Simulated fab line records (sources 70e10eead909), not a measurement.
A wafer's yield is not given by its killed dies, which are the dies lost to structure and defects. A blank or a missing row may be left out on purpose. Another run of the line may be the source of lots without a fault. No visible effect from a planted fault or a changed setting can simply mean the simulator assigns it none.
Problem report, 8D (eight disciplines) form, completed by code | flow nandHarc | the parts of the form that need people (team, actions taken, sign-off) are left out

1. THE ISSUE
Mean of runLengthS at NHARC_A_WL_FILL_ETCHBACK_05: 83.9 s across 3 wafers in 2 lots; on wafers with no fault it is 81.4 s (standard deviation 0.3). That is +8.2 standard deviations from the usual mean.
The step: etches the open film in Cl2/BCl3, target depth 22 nm, time 60 s.
First seen on wafer L513.5, day 29 03:58, on rieMetal-01. Wafers with a number at this step in the record: 36, from 12 lots. Rule for "out", or "out of limits": more than 4 standard deviations from the usual mean. The other wafers with a number count as sound.

2. WHAT THIS IS AND IS NOT
question                    | is                     | is not
which readings at this step | runLengthS             | drypumpMotorCurrentA, oesProductAu
which lots                  | L513, L515             | L494, L495, L497, L498, L500, L502, L503, L504, L505, L508
which wafers of those lots  | L513.5, L515.1, L515.5 | L513.2, L513.6, L515.2
read on which tools         | rieMetal-01            | rieMetal-02, rieMetal-03
when                        | from day 29 03:58      | up to then (32 sound wafers); but 1 sound wafer of L515 came after

3. SUSPECTS, AND WHAT RULES EACH OUT
Counting: a tool at a process step up to the reading stays a suspect if it ran every lot that is out. Sound lots after the first of them don't rule it out here, since some wafers of a struck lot are sound.
- rieMetal-01 at NHARC_A_WL_FILL_ETCHBACK_05 (etches the open film in Cl2/BCl3, target depth 22 nm, time 60 s): kept. Every lot that is out went through it, the first being L513 (day 29 03:58); the last sound lot it ran before that was L508 (day 27 08:53). Out on those wafers are its own readings of runLengthS.
After counting, what remains is rieMetal-01 at NHARC_A_WL_FILL_ETCHBACK_05.

4. THE CAUSE (what the simulator had put in)
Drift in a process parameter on rieMetal-01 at NHARC_A_WL_FILL_ETCHBACK_05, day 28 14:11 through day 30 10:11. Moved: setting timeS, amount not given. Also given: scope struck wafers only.
After counting, this tool was the only one left.

5. THE CHAIN OF EFFECTS, in route order
Rows list readings where the struck wafers' mean (over those with a number) sits beyond 3 standard deviations from the usual. Readings are gone through only where the record gives a usual standard deviation; hours: the median, over the lots, of the time from a lot's start at the first step in this table giving one to that lot's start at this step; sigmas: the change measured in usual standard deviations.
hours | step                        | reading    | usual  | on struck wafers | change | sigmas
0     | NHARC_A_WL_FILL_ETCHBACK_05 | runLengthS | 81.4 s | 83.9             | +2.5   | +8.2
Its process steps:
- NHARC_A_WL_FILL_ETCHBACK_05: etches the open film in Cl2/BCl3, target depth 22 nm, time 60 s.

6. HOW IT WOULD HAVE BEEN CAUGHT EARLIER
The fault began at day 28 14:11; the first out-of-limits reading in this record came at day 29 03:58, 14 hours later.
